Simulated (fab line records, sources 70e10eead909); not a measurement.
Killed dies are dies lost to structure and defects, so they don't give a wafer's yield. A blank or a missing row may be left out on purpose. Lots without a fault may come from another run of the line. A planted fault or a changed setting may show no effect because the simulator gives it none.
fab line records | flow nand_harc
record lots=6 wafers=18 last_day=35
route steps=1302 shown A_STAIRCASE@662 END@1302
lots that met no fault: from a run of the same line without faults
start_h: hours from the record's first day to the start of the lot's first wafer shown | wait_h: hours since the lot's step before | " the same as in the row above | L1.1+2: a row that stands for several wafers | - no value, or no start given | * or withheld: withheld | < > ~ a bound
route shown NAME@n: a module of which the file shows steps, and the number in the route of the first | usual: mean/standard deviation of fault-free wafers | same: alike in all rows | chamber/n: place in a boat | sites: the reading at each site | _std_site: their standard deviation | _edge_site: outer sites' mean less inner sites' | radius_mm: how far each site lies from the wafer's centre | mask NAME#n: copy n | behind: the tool/chamber that last shaped the wafer | hold: why the lot was held/for how many hours/how that ended | device: the transistor (n, p or np) that didn't switch | end of line: the same wafers' tests at the end of the route | a step without rows: its recipe alone | killed: dies lost to structure and defects at the first sort, not the wafer's yield | map: a wafer's dies, x killed, . not, _ none there
set.NAME: the setting as run; set.NAME@STEP: as run at that earlier step | model.NAME: the simulator's own value behind a step, which no gauge read
lots at some steps of the route; a table a step, a row a wafer
services: from which hour (start_h, from the record's first day; less than 0 if before it) a tool's chamber was out of use, for how many hours, and why
## steps
# step NHARC_A_STAIRCASE_EXPOSE_06
# recipe na=0.5 dose_mj=25.43 mask_id=STAIR
# step NHARC_A_STAIRCASE_PEB_07
# recipe peb_temp_c=115 peb_time_s=130
# step NHARC_A_STAIRCASE_DEVELOP_08
# recipe time_s=140
# step NHARC_A_STAIRCASE_HARDBAKE_10
# recipe temp_c=120 time_s=140
# step NHARC_A_STAIRCASE_DESCUM_11
# recipe time_s=3 o2_flow_sccm=200 ar_flow_sccm=0 bias_power_w=0 chemistry=O2
# usual drypump_motor_current_A=5.9/0.51 oes_product_au=1.002/0.01 rf_vpp_V=57.6/0.89 showerhead_plenum_p_Torr=1.89/0.07 throttle_valve_pct=11.311/0.009
# same time_s=3
# columns lot.wafer tool chamber start_h wait_h drypump_motor_current_A oes_product_au rf_hours_counter_h rf_vpp_V showerhead_plenum_p_Torr throttle_valve_pct
L184.4 rie_diel-04 1 350.85 - 5.6 1.010 58 57.8 1.87 11.302
L184.1 " 2 " " 5.2 1.002 61 57.7 1.95 11.306
L184.3 " 0 " " 5.5 0.998 53 58.4 1.88 11.309
L195.1 rie_diel-01 0 458.28 - 6.7 1.010 17 58.5 1.79 11.316
L195.2 " 1 " " 6.1 1.005 15 59.4 1.89 11.312
L195.4 " 3 " " 6.3 1.016 16 58.3 1.89 11.314
L196.4 rie_diel-01 2 468.57 - 6.1 1.012 17 56.9 1.88 11.307
L196.1 " 3 " " 6.3 1.008 19 57.9 1.88 11.314
L196.6 " 3 " " 6.3 1.011 - 56.2 1.88 11.313
L205.1 rie_diel-01 3 574.51 - 6.3 1.008 3 58.1 1.88 11.305
L205.2 " 0 " " 6.7 0.989 3 57.1 1.78 11.297
L205.4 " 1 " " 6.1 0.997 5 57.8 1.89 11.312
L206.1 rie_diel-04 1 578.21 - 5.6 1.005 9 57.9 1.85 11.311
L206.4 " 0 " " 5.5 0.993 9 57.0 1.86 11.301
L206.6 " 2 " " 5.2 1.012 - 58.8 1.93 11.312
L207.1 rie_diel-04 2 586.49 - 5.2 1.021 15 57.5 1.93 11.306
L207.5 " 3 " " 6.6 0.990 - 58.5 2.05 11.314
L207.6 " 0 " " 5.4 1.005 - 58.5 1.86 11.321
# step NHARC_A_STAIRCASE_TRIM_12
# recipe time_s=211.2 o2_flow_sccm=500 ar_flow_sccm=0 bias_w=0 chemistry=O2
# step NHARC_A_STAIRCASE_ETCH_13
# recipe target_depth_a=1000 time_s=40.5 ion_energy_ev=400 c4f8_flow_sccm=20 o2_flow_sccm=10 ar_flow_sccm=withheld rf_w=600 bias_w=1000 chemistry=C4F8/O2
# usual oes_product_au=0.942/0.014 rf_vpp_V=894/4.5
# same time_s=40.5
# columns lot.wafer tool chamber start_h wait_h oes_product_au rf_hours_counter_h rf_vpp_V
L184.1 rie_diel-04 1 - - 0.924 58 893
L184.4 " 2 " " 0.929 62 898
L184.3 " 0 " " 0.923 53 893
L195.2 rie_diel-01 2 - - 0.932 14 895
L195.1 " 3 " " 0.942 17 895
L195.4 " 0 " " 0.932 17 888
L196.1 rie_diel-01 1 - - 0.957 19 895
L196.4 " 3 " " 0.963 19 896
L196.6 " 2 " " 0.947 - 893
L205.2 rie_diel-01 0 - - 0.925 3 888
L205.1 " 1 " " 0.938 5 895
L205.4 " 2 " " 0.915 5 893
L206.4 rie_diel-04 1 - - 0.965 9 892
L206.1 " 2 " " 0.959 12 897
L206.6 " 0 " " 0.960 - 893
L207.1 rie_diel-04 2 - - 0.948 15 897
L207.6 " 2 " " 0.943 - 897
L207.5 " 3 " " 0.918 - 904
# step NHARC_A_STAIRCASE_TRIM_14
# recipe time_s=211.2 o2_flow_sccm=500 ar_flow_sccm=0 bias_w=0 chemistry=O2
# usual drypump_motor_current_A=6.0/0.52 oes_product_au=1.001/0.011 rf_vpp_V=57.7/0.86 showerhead_plenum_p_Torr=3.48/0.13 throttle_valve_pct=17.037/0.0085
# same time_s=211.2
# columns lot.wafer tool chamber start_h wait_h drypump_motor_current_A oes_product_au rf_hours_counter_h rf_vpp_V showerhead_plenum_p_Torr throttle_valve_pct
L184.1 rie_diel-04 1 - - 5.6 0.999 58 56.7 3.45 17.039
L184.3 " 3 " " 6.6 1.000 57 57.3 3.28 17.050
L184.4 " 0 " " 5.5 0.994 53 57.9 3.47 17.039
L195.1 rie_diel-01 0 - - 6.7 0.998 17 56.4 3.32 17.037
L195.4 " 1 " " 6.1 1.000 15 57.9 3.50 17.033
L195.2 " 2 " " 6.2 1.004 14 58.1 3.47 17.033
L196.4 rie_diel-01 1 - - 6.1 1.003 19 57.4 3.49 17.058
L196.1 " 2 " " 6.2 1.010 17 57.2 3.47 17.029
L196.6 " 3 " " 6.3 1.013 - 57.4 3.48 17.030
L205.2 rie_diel-01 3 - - 6.4 1.002 3 58.5 3.47 17.025
L205.1 " 0 " " 6.7 0.999 3 57.1 3.30 17.023
L205.4 " 1 " " 6.1 0.995 5 57.3 3.48 17.045
L206.1 rie_diel-04 3 - - 6.6 0.989 13 58.6 3.77 17.033
L206.4 " 1 " " 5.6 1.011 9 57.6 3.41 17.037
L206.6 " 2 " " 5.3 1.020 - 57.1 3.56 17.027
L207.1 rie_diel-04 3 - - 6.6 0.994 16 58.4 3.77 17.037
L207.5 " 3 " " 6.6 0.993 - 57.1 3.77 17.038
L207.6 " 0 " " 5.5 0.999 - 58.3 3.43 17.050
# step NHARC_A_STAIRCASE_ETCH_15
# recipe target_depth_a=1000 time_s=40.5 ion_energy_ev=400 c4f8_flow_sccm=20 o2_flow_sccm=10 ar_flow_sccm=withheld rf_w=600 bias_w=1000 chemistry=C4F8/O2
# usual oes_product_au=0.943/0.013 rf_vpp_V=895/4.7
# same time_s=40.5
# columns lot.wafer tool chamber start_h wait_h oes_product_au rf_hours_counter_h rf_vpp_V
L184.3 rie_diel-04 1 - - 0.948 59 893
L184.4 " 2 " " 0.937 63 899
L184.1 " 3 " " 0.946 57 887
L195.4 rie_diel-01 3 - - 0.964 17 896
L195.2 " 0 " " 0.937 18 889
L195.1 " 1 " " 0.935 15 895
L196.4 rie_diel-01 1 - - 0.945 19 895
L196.1 " 2 " " 0.965 17 894
L196.6 " 2 " " 0.963 - 895
L205.4 rie_diel-01 2 - - 0.932 5 893
L205.2 " 0 " " 0.925 3 888
L205.1 " 1 " " 0.935 5 894
L206.1 rie_diel-04 2 - - 0.949 13 897
L206.4 " 3 " " 0.936 13 905
L206.6 " 0 " " 0.965 - 894
L207.1 rie_diel-04 1 - - 0.945 12 892
L207.5 " 1 " " 0.961 - 892
L207.6 " 2 " " 0.953 - 897
# step NHARC_A_STAIRCASE_TRIM_16
# recipe time_s=211.2 o2_flow_sccm=500 ar_flow_sccm=0 bias_w=0 chemistry=O2
# step NHARC_A_STAIRCASE_ETCH_17
# recipe target_depth_a=1000 time_s=40.5 ion_energy_ev=400 c4f8_flow_sccm=20 o2_flow_sccm=10 ar_flow_sccm=withheld rf_w=600 bias_w=1000 chemistry=C4F8/O2
# step NHARC_A_STAIRCASE_TRIM_18
# recipe time_s=211.2 o2_flow_sccm=500 ar_flow_sccm=0 bias_w=0 chemistry=O2
# usual drypump_motor_current_A=6.0/0.52 oes_product_au=1.002/0.01 rf_vpp_V=57.6/0.91 showerhead_plenum_p_Torr=3.49/0.13 throttle_valve_pct=17.036/0.0095
# same time_s=211.2
# columns lot.wafer tool chamber start_h wait_h drypump_motor_current_A oes_product_au rf_hours_counter_h rf_vpp_V showerhead_plenum_p_Torr throttle_valve_pct
L184.4 rie_diel-04 3 352.77 - 6.6 1.001 57 57.7 3.28 17.060
L184.3 " 0 " " 5.5 1.000 54 55.6 3.48 17.033
L184.1 " 2 " " 5.2 1.011 63 58.9 3.59 17.028
L195.1 rie_diel-01 2 459.15 - 6.2 1.000 14 57.0 3.47 17.041
L195.2 " 3 " " 6.4 1.192 17 57.1 3.48 17.032
L195.4 " 0 " " 6.7 0.997 18 57.2 3.32 17.026
L196.4 rie_diel-01 2 469.34 - 6.2 1.006 17 59.1 3.47 17.035
L196.1 " 0 " " 6.7 1.001 21 56.6 3.32 17.027
L196.6 " 2 " " 6.2 1.184 - 58.0 3.47 17.024
L205.1 rie_diel-01 1 575.97 - 6.1 1.002 6 57.9 3.48 17.060
L205.4 " 2 " " 6.2 0.997 6 58.2 3.45 17.031
L205.2 " 3 " " 6.3 1.011 3 55.1 3.47 17.044
L206.4 rie_diel-04 3 578.99 - 6.6 0.992 13 57.4 3.77 17.052
L206.1 " 1 " " 5.6 1.020 9 57.3 3.41 17.043
L206.6 " 3 " " 6.6 0.980 - 58.1 3.77 17.039
L207.1 rie_diel-04 3 587.73 - 6.6 0.984 17 58.7 3.77 17.037
L207.5 " 2 " " 5.2 1.019 - 56.6 3.55 17.044
L207.6 " 3 " " 6.6 0.983 - 57.4 3.77 17.034
# step NHARC_A_STAIRCASE_ETCH_19
# recipe target_depth_a=1000 time_s=40.5 ion_energy_ev=400 c4f8_flow_sccm=20 o2_flow_sccm=10 ar_flow_sccm=withheld rf_w=600 bias_w=1000 chemistry=C4F8/O2
# usual oes_product_au=0.946/0.012 rf_vpp_V=894/4.8
# same time_s=40.5
# columns lot.wafer tool chamber start_h wait_h oes_product_au rf_hours_counter_h rf_vpp_V
L184.4 rie_diel-04 1 - - 0.964 59 893
L184.1 " 2 " " 0.943 63 899
L184.3 " 3 " " 0.937 58 886
L195.4 rie_diel-01 1 - - 0.946 16 895
L195.1 " 2 " " 0.954 14 894
L195.2 " 3 " " 0.974 17 894
L196.1 rie_diel-01 3 - - 0.946 20 894
L196.4 " 1 " " 0.953 19 893
L196.6 " 3 " " 0.953 - 895
L205.1 rie_diel-01 0 - - 0.919 4 887
L205.4 " 1 " " 0.939 6 893
L205.2 " 2 " " 0.935 6 893
L206.1 rie_diel-04 1 - - 0.971 9 892
L206.4 " 3 " " 0.923 13 904
L206.6 " 1 " " 0.966 - 891
L207.1 rie_diel-04 3 - - 0.924 17 905
L207.6 " 1 " " 0.948 - 893
L207.5 " 2 " " 0.948 - 897
# step NHARC_END_SORT_01
# recipe temp_c=25
# usual killed_at_array=62/22 killed_at_other=1.0/1.4 killed_at_periphery=4.2/2.8 killed_dies=67/23 killed_open=3.1/1.7 killed_short=2.1/1.5
# same gross_dies=677
# columns lot.wafer tool chamber start_h wait_h killed_at_array killed_at_other killed_at_periphery killed_dies killed_open killed_short
L195.2 prober-01 0 662.55 2.8 284 0 4 288 5 0
L196.6 prober-02 0 679.28 4.0 232 0 2 234 3 2
# killed by level:class
L195.2 A_STAIRCASE:area_trim=237 A_SLIT:chamber_film_flake=30 A_CHANNEL_HOLE_D1:chamber_film_flake=6 A_CONTACT:chamber_film_flake=5 A_CHANNEL_FILL_D1:chamber_film_flake=2 P_STI:geometric_particle:open=1 P_GATE:geometric_particle:open=1 P_M0:geometric_particle:open=1
L196.6 A_STAIRCASE:area_trim=183 A_CHANNEL_HOLE_D2:chamber_film_flake=26 A_CHANNEL_HOLE_D1:chamber_film_flake=8 A_SLIT:chamber_film_flake=5 A_DECK1_JOINT:chamber_film_flake=2 A_STAIRCASE:chamber_film_flake=2 P_CONTACT:geometric_particle:short=1 P_M1:geometric_particle:open=1
# map L195.2 (x killed, . not)
____________x____________
_________xxxxxxx_________
_______xxxx..x.xxx_______
______xxxxxxx.....x______
_____xxxx.xx..xxxxxx_____
____xxxxxx.x.......xx____
____xxxx...........x.____
___xxxxxx.x.......x..x___
___xxxx.x..x........xx___
__xxxxxx........x....xx__
__xxxx.x............xxx__
_xxxxxx...............x._
_xxxxx................xx_
_xxxx..x...............x_
_xxx..x...x............x_
_xxxx.....x............x_
xxxxxx...x...............
xxxx.x.xx...............x
xxxx..........x.........x
xxxx.................xxx.
xxx.x...x..x............x
_xxxx.................xx_
_xxxxx.........x......x._
_xxxxx..........x......._
_xxxxx.x.xx...........xx_
_xxx.x................x._
__xxxxxx....x.........x__
__xxxxx.xx.x........xx.__
___xxxxx.xx..x........___
___xxxx.xx.xx.....xx..___
____xxxxxxxxx.......x____
____xxxxxxxxx...xxxxx____
_____xxxxxxxxx.xxxxx_____
______xxxxxx.x.xx.x______
_______xxxxxxxxxxx_______
_________xxxxxxx_________
____________x____________
# map L196.6 (x killed, . not)
____________x____________
_________.x.x..._________
_______.xx.xx..xxx_______
______xx..........x______
_____.xx....xx.x...x_____
____..xxxxx.xx...xxx.____
____xx..............x____
___...x.......x..x.x..___
___..............x.x.x___
__.x........x.........x__
__...x..............xxx__
_..x.............x.x..x._
_.x..........x....x.xx.x_
_x..........x....x..x.xx_
_.x....x...x............_
_........x.xx...x....xxx_
.x..x...xx...........xxxx
x.......xxxxxx.....xx...x
...x....x.xxx........x.xx
x..x...xx.x......x...x.xx
xx.....x.xxx...........xx
_.x.x.xx..x.x.......x..x_
_xx...x.xxxxx.......xxxx_
_xx..xx..x..x.......xx.x_
_xxx...............xxxxx_
_x..x..............x..xx_
__......x........xxxx.x__
__xx......x.....xxxxx.x__
___x.x.............xxx___
___xx......x......xxxx___
____x..........xxxx.x____
____xxxxxx.....xxx..x____
_____xx.x.x..xxx.xxx_____
______..xxxxx..xxxx______
_______xxx..xx..xx_______
_________xxxxxxx_________
____________x____________
## services
# columns tool chamber start_h hours kind
rie_diel-01 0 336.70 - clean
rie_diel-01 1 336.70 - clean
rie_diel-01 2 336.70 - clean
rie_diel-01 3 336.70 - clean
rie_diel-04 0 337.39 - clean
rie_diel-04 1 337.39 - clean
rie_diel-04 2 337.39 - clean
rie_diel-04 3 337.39 - clean
rie_diel-04 - 356.38 9.0 pm
rie_diel-04 0 356.38 9.0 vent_cycle
rie_diel-04 1 356.38 9.0 vent_cycle
rie_diel-04 2 356.38 9.0 vent_cycle
rie_diel-04 3 356.38 9.0 vent_cycle
rie_diel-01 0 361.20 - clean
rie_diel-01 1 361.20 - clean
rie_diel-01 2 361.20 - clean
rie_diel-01 3 361.20 - clean
rie_diel-01 - 382.01 9.0 pm
rie_diel-01 2 418.37 5.0 repair
rie_diel-01 3 432.83 5.4 repair
rie_diel-01 3 518.23 14.8 repair
rie_diel-04 - 533.38 9.0 pm
rie_diel-01 1 541.13 11.0 repair
rie_diel-01 - 559.01 9.0 pm
## key
first_sign step=NHARC_A_STAIRCASE_TRIM_18 reading=oes_product_au direction=up sigmas=18 usual=1.002 struck=1.188
effect step=NHARC_END_SORT_01 reading=killed_at_array direction=up sigmas=8.8 usual=62 struck=258
more_kills_born_at NHARC_A_STAIRCASE_TRIM_18@rie_diel-01=420
met_at NHARC_A_STAIRCASE_TRIM_18
struck_wafers L195.2,L196.6
tester_left_out L195,L196
fault kind=process_parameter_drift tool=rie_diel-01 chamber=- onset_h=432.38 steps=NHARC_A_STAIRCASE_TRIM_18 channel=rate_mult offset=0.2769 shape=step end_h=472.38 scope=struck_wafers_only
# tester_left_out: of these lots the tester's yield and bins aren't shown, on N5 and GAA mostly nor the transistor test; their killed dies are dies lost to structure and defects alone, not to doping, threshold or leakage, so they don't give the yield
